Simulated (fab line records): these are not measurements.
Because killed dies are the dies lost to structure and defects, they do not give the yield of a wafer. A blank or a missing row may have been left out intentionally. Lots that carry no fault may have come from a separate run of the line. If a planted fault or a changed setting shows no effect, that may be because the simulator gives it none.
One fault through the eyes of 2 desks :: flow n5-finfet :: numbers are kept per desk, each desk with only its own; the story behind them comes last
Where a reading is given only as a bound, like >300, the bound stands for it, and a mean or a difference that rests on one is marked > or <: the true number lies beyond.

== THE DEFECT DESK ==
Per lot, the means of the sampled wafers with a number show what the inspections along the route counted. If a lot's mean is further than 4 standard deviations from the usual mean, the lot is out of limits and carries the mark OUT (the distance appears in the brackets).
Columns: A = raw-defect-count at N5_HKMG_FIN_INSPECT_14, usual 2.2
lot: L142
first seen here: day 6 17:11
A: 3.3

lot: L146
first seen here: day 7 09:34
A: >102 (>+67) OUT

lot: L148
first seen here: day 8 00:04
A: >101 (>+66) OUT

lot: L154
first seen here: day 9 10:33
A: 2.7
This desk finds L146, L148 out of limits, L146 being first, at day 7 09:34 (raw-defect-count at N5_HKMG_FIN_INSPECT_14). In limits: L142, L154.

== AT THE METROLOGY DESK ==
What the gauges read, lot by lot, whatever tool the lot ran on: means of the sampled wafers that have a number. If a lot's mean is further than 4 standard deviations from the usual mean, the lot is out of limits and carries the mark OUT (the distance appears in the brackets). It has 10 readings; the 7 that lie furthest out on some lot are the ones shown.
Columns: A = DIBL_P at N5_BEOL_M4_RC_MEAS_101, usual 36.6 mV/V; B = IOFF_N at N5_BEOL_M4_RC_MEAS_101, usual 0.160 nA/um; C = IOFF_P at N5_BEOL_M4_RC_MEAS_101, usual 0.217 nA/um; D = ION_P at N5_BEOL_M4_RC_MEAS_101, usual 464 uA/um; E = SS_P at N5_BEOL_M4_RC_MEAS_101, usual 73.4 mV/dec; F = VT_N at N5_BEOL_M4_RC_MEAS_101, usual 250.0 mV; G = VT_P at N5_BEOL_M4_RC_MEAS_101, usual -250 mV
lot: L142
first seen here: day 10 17:52
A: 34.4
B: 0.155
C: 0.204
D: 462
E: 72.7
F: 249.0
G: -249

lot: L146
first seen here: day 11 17:37
A: 35.5
B: 0.132
C: 0.173
D: 455
E: 73.5
F: 253.7
G: -254

lot: L148
first seen here: day 11 23:42
A: 36.4
B: 0.151
C: 0.210
D: 463
E: 73.2
F: 250.5
G: -248

lot: L154
first seen here: day 12 22:50
A: 35.8
B: 0.153
C: 0.235
D: 472
E: 73.3
F: 249.8
G: -246
Finding of this desk: none of the 4 lots has anything out of limits.

== BROUGHT TOGETHER ==
The defect desk could have raised an alarm at day 7 09:34, on L146, L148.
At the metrology desk, nothing out of limits was observed.
The metrology desk holds a record of L146, L148, inside its limits.
On wet-bench-01, each named lot ran N5_HKMG_FIN_PRECLEAN_64.

== WHAT WAS PUT IN BY THE SIMULATOR ==
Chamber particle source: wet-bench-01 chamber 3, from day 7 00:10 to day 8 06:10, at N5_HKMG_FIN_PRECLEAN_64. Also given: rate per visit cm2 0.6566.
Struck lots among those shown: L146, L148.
Hours from the fault's start to each desk's first reading out of limits: the defect desk, 9.
